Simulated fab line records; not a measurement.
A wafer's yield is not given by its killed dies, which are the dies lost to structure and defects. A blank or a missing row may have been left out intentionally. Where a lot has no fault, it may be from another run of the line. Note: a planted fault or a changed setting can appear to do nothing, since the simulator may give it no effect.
Split-lot study || flow n5-finfet || 21 wafers read from 7 lots, route of 1938 steps

== ON THE SPLIT ==
At N5_BEOL_M5_COAT_66 (time 60 s, resist thk 12 nm), the setting spin-rpm was moved away from the recipe's 1500 rpm on 10 of the 21 wafers read, by -7.2% to +4.2%. All remaining wafers had this setting at the recipe value.

== FROM THE SPLIT TO THE READING: what the file shows between them, 6 steps ==
- N5_BEOL_M5_EXPOSE_25: exposes mask V4, defocus 10 nm (also split here: dose-mj)
- N5_BEOL_M5_PEB_26: peb time 60 s
- N5_BEOL_M5_DEVELOP_27: develop time 30 s
- N5_BEOL_M5_CD_MEAS_28: target cd 30.6 nm, target cd y 20 nm
- N5_BEOL_M5_DESCUM_33: chemistry O2, time 7 s
- N5_BEOL_M5_ETCH_75: etches underlayer in N2/H2, target depth 6.5 nm, time 5.2 s

== THE READING ==
etch.depth-nm (the simulator's own value, which no gauge read), in nm, at N5_BEOL_M5_ETCH_67 (etches SiARC in CF4, target depth 15.6 nm, time 26 s). The file gives no usual value for it. Here, 11 wafers ran the recipe; their average is 12.01 nm with a standard deviation of 0.031 nm.

{"wafer": "L075.2", "tool, chamber at the split": "litho-track-01, 0", "spin-rpm as run, rpm": 1500, "against the recipe": "recipe", "etch.depth-nm, nm": 12.01, "against lot-mates on the recipe": "-"}
{"wafer": "L075.3", "tool, chamber at the split": "litho-track-01, 0", "spin-rpm as run, rpm": 1500, "against the recipe": "recipe", "etch.depth-nm, nm": 12.02, "against lot-mates on the recipe": "-"}
{"wafer": "L075.6", "tool, chamber at the split": "litho-track-01, 0", "spin-rpm as run, rpm": 1392, "against the recipe": "-7.2%", "etch.depth-nm, nm": 12.47, "against lot-mates on the recipe": "+0.46"}
{"wafer": "L079.1", "tool, chamber at the split": "litho-track-05, 0", "spin-rpm as run, rpm": 1433, "against the recipe": "-4.5%", "etch.depth-nm, nm": 12.3, "against lot-mates on the recipe": "+0.28"}
{"wafer": "L079.2", "tool, chamber at the split": "litho-track-05, 0", "spin-rpm as run, rpm": 1500, "against the recipe": "recipe", "etch.depth-nm, nm": 12.02, "against lot-mates on the recipe": "-"}
{"wafer": "L079.5", "tool, chamber at the split": "litho-track-05, 0", "spin-rpm as run, rpm": 1433, "against the recipe": "-4.5%", "etch.depth-nm, nm": 12.27, "against lot-mates on the recipe": "+0.25"}
{"wafer": "L085.1", "tool, chamber at the split": "litho-track-03, 0", "spin-rpm as run, rpm": 1405, "against the recipe": "-6.3%", "etch.depth-nm, nm": 12.43, "against lot-mates on the recipe": "+0.42"}
{"wafer": "L085.4", "tool, chamber at the split": "litho-track-03, 0", "spin-rpm as run, rpm": 1405, "against the recipe": "-6.3%", "etch.depth-nm, nm": 12.45, "against lot-mates on the recipe": "+0.44"}
{"wafer": "L085.5", "tool, chamber at the split": "litho-track-03, 0", "spin-rpm as run, rpm": 1500, "against the recipe": "recipe", "etch.depth-nm, nm": 12.01, "against lot-mates on the recipe": "-"}
{"wafer": "L088.2", "tool, chamber at the split": "litho-track-05, 0", "spin-rpm as run, rpm": 1500, "against the recipe": "recipe", "etch.depth-nm, nm": 11.99, "against lot-mates on the recipe": "-"}
{"wafer": "L088.4", "tool, chamber at the split": "litho-track-05, 0", "spin-rpm as run, rpm": 1500, "against the recipe": "recipe", "etch.depth-nm, nm": 12.02, "against lot-mates on the recipe": "-"}
{"wafer": "L088.5", "tool, chamber at the split": "litho-track-05, 0", "spin-rpm as run, rpm": 1563, "against the recipe": "+4.2%", "etch.depth-nm, nm": 11.74, "against lot-mates on the recipe": -0.26}
{"wafer": "L087.2", "tool, chamber at the split": "litho-track-03, 0", "spin-rpm as run, rpm": 1500, "against the recipe": "recipe", "etch.depth-nm, nm": 11.98, "against lot-mates on the recipe": "-"}
{"wafer": "L087.5", "tool, chamber at the split": "litho-track-03, 0", "spin-rpm as run, rpm": 1500, "against the recipe": "recipe", "etch.depth-nm, nm": 12.05, "against lot-mates on the recipe": "-"}
{"wafer": "L087.6", "tool, chamber at the split": "litho-track-03, 0", "spin-rpm as run, rpm": 1500, "against the recipe": "recipe", "etch.depth-nm, nm": 12.03, "against lot-mates on the recipe": "-"}
{"wafer": "L092.1", "tool, chamber at the split": "litho-track-01, 0", "spin-rpm as run, rpm": 1500, "against the recipe": "recipe", "etch.depth-nm, nm": 11.93, "against lot-mates on the recipe": "-"}
{"wafer": "L092.2", "tool, chamber at the split": "litho-track-01, 0", "spin-rpm as run, rpm": 1563, "against the recipe": "+4.2%", "etch.depth-nm, nm": 11.69, "against lot-mates on the recipe": -0.24}
{"wafer": "L092.5", "tool, chamber at the split": "litho-track-01, 0", "spin-rpm as run, rpm": 1563, "against the recipe": "+4.2%", "etch.depth-nm, nm": 11.69, "against lot-mates on the recipe": -0.24}
{"wafer": "L097.2", "tool, chamber at the split": "litho-track-03, 0", "spin-rpm as run, rpm": 1500, "against the recipe": "recipe", "etch.depth-nm, nm": 12.04, "against lot-mates on the recipe": "-"}
{"wafer": "L097.3", "tool, chamber at the split": "litho-track-03, 0", "spin-rpm as run, rpm": 1562, "against the recipe": "+4.1%", "etch.depth-nm, nm": 11.79, "against lot-mates on the recipe": -0.25}
{"wafer": "L097.4", "tool, chamber at the split": "litho-track-03, 0", "spin-rpm as run, rpm": 1562, "against the recipe": "+4.1%", "etch.depth-nm, nm": 11.78, "against lot-mates on the recipe": -0.26}

FIT RESULTS
A straight line over all 21 wafers: etch.depth-nm changes by -0.0653 nm for each +1% of spin-rpm; r = -0.99; the points scatter about the line by 0.033 nm.
The same after taking each lot's own level away (the mean of its wafers on the recipe; 21 wafers): -0.0629 nm for each +1%; r = -1.00; scatter 0.019 nm.
According to that fit, moving spin-rpm by its largest amount changes the reading by 0.45 nm.
The span of the lots' own levels, 11.930 to 12.040 nm, comes to 3.5 times the standard deviation stated above.
Consequently the slope shifts little with the lot-to-lot level, the two slopes agreeing.
Check: with one of the wafers moved furthest among these (-7.2%) left out of the fit, the line predicts +0.458 nm for it against its lot-mates. It came out at +0.455 nm against them.

== THESE WAFERS: OTHER SPLITS ==
Before the reading, these wafers also passed through other splits. Each is held against what the fit with the lots' levels taken away leaves over:
{"other split on the same wafers": "N5_BEOL_M0_ETCH_128 source-w", "wafers away from the commonest value": 6, "r with etch.depth-nm (lot level and that fit taken away)": -0.05}
{"other split on the same wafers": "N5_BEOL_M1_ETCH_74 bias-w", "wafers away from the commonest value": 9, "r with etch.depth-nm (lot level and that fit taken away)": "+0.12"}
{"other split on the same wafers": "N5_BEOL_M1_ETCH_64 bias-w", "wafers away from the commonest value": 7, "r with etch.depth-nm (lot level and that fit taken away)": -0.43}
{"other split on the same wafers": "N5_BEOL_M2_COAT_73 spin-rpm", "wafers away from the commonest value": 11, "r with etch.depth-nm (lot level and that fit taken away)": -0.37}
{"other split on the same wafers": "N5_BEOL_M5_EXPOSE_25 dose-mj", "wafers away from the commonest value": 5, "r with etch.depth-nm (lot level and that fit taken away)": "+0.17"}

== THE WHOLE CHAIN: every reading that the file lists as answering this split, in the file's order ==
{"step": "N5_BEOL_M5_COAT_66", "what it does": "time 60 s, resist thk 12 nm", "reading": "SiARC_of_BEOL_M5_COAT_66.thk-nm (the simulator's own value, which no gauge read)", "change (the file's fit)": "-0.0615 nm for each +1% of the setting", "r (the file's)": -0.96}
{"step": "N5_BEOL_M5_ETCH_67", "what it does": "etches SiARC in CF4, target depth 15.6 nm, time 26 s", "reading": "CAR-EUV_of_BEOL_M5_COAT_22.thk-nm (the simulator's own value, which no gauge read)", "change (the file's fit)": "+0.0652 nm for each +1% of the setting", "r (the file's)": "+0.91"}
{"step": "N5_BEOL_M5_ETCH_67", "what it does": "etches SiARC in CF4, target depth 15.6 nm, time 26 s", "reading": "etch.depth-nm (the simulator's own value, which no gauge read)", "change (the file's fit)": "-0.0634 nm for each +1% of the setting", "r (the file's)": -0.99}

== FILE'S OWN FIT ==
etch.depth-nm changes by -0.0634 nm for each +1% of spin-rpm, r = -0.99.
